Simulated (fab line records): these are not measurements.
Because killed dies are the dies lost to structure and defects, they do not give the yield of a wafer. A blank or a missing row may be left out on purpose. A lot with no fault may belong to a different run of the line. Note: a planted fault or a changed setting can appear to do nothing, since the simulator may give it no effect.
Matching of chambers ; flow nand_harc ; NHARC_A_ZERO_WELL_ETCH_13 on rie_si-02: 4 sister chambers
The step etches the open film in HBr/Cl2, target depth 120 nm, time 40.1 s. 18 wafers are shown with their chamber, then 9 later ones without.

## EACH WAFER AND ITS CHAMBER
wafer;chamber;drypump_motor_current_A (A);throttle_valve_pct (%);oes_product_au (a.u.)
L074.1;0;5.6;26.413;0.986
L074.2;1;6.3;26.394;0.996
L074.6;2;5.7;26.406;0.995
L076.2;1;6.2;26.402;0.992
L076.3;3;6.0;26.426;0.996
L076.6;2;5.7;26.403;1.000
L076.1;0;5.6;26.405;1.001
L076.4;2;5.7;26.406;1.008
L076.5;1;6.2;26.400;1.002
L083.2;0;5.5;26.377;1.006
L083.5;2;5.7;26.408;1.014
L083.6;1;6.2;26.409;1.001
L084.1;3;6.0;26.413;1.014
L084.4;0;5.6;26.406;1.002
L084.5;3;6.0;26.416;1.001
L088.2;3;6.0;26.405;0.999
L088.4;2;5.7;26.397;1.003
L088.6;2;5.7;26.406;0.997

SIGNATURES, as means of the wafers listed above
reading;chamber 0;chamber 1;chamber 2;chamber 3;scatter within a chamber
drypump_motor_current_A;5.575;6.225;5.700;6.000;0.0327
throttle_valve_pct;26.40025;26.40125;26.40433;26.41500;0.00917
oes_product_au;0.99875;0.99775;1.00283;1.00250;0.00727
Rule: for each reading, subtract the chamber's mean from the wafer's reading, divide by that reading's scatter and square the result; add these up over the readings and take the root, which gives the wafer's distance from the chamber. The wafer belongs to the nearest chamber; if the next one is less than 2 further off, it can't be placed. The scatter is the square root of a quotient: the sum, over the shown wafers, of each reading's squared deviation from its chamber's mean, divided by wafers minus chambers.

## WAFERS MISSING THEIR CHAMBER
wafer;drypump_motor_current_A (A);throttle_valve_pct (%);oes_product_au (a.u.)
L089.4;6.0;26.414;1.004
L089.5;5.6;26.402;0.994
L089.6;6.0;26.411;1.013
L091.1;6.0;26.386;1.007
L091.3;6.2;26.407;1.008
L091.6;5.7;26.410;1.013
L093.1;6.3;26.390;1.016
L093.2;6.0;26.407;1.005
L093.3;5.7;26.417;1.022

## WHICH CHAMBER EACH ONE RAN IN
wafer;from the rows above;in truth
L089.4;3;3
L089.5;0;0
L089.6;3;3
L091.1;3;3
L091.3;1;1
L091.6;2;2
L093.1;1;1
L093.2;3;3
L093.3;2;2
9 of 9 placed correctly. Number that these rows cannot place: 0. Placed wrongly: 0.
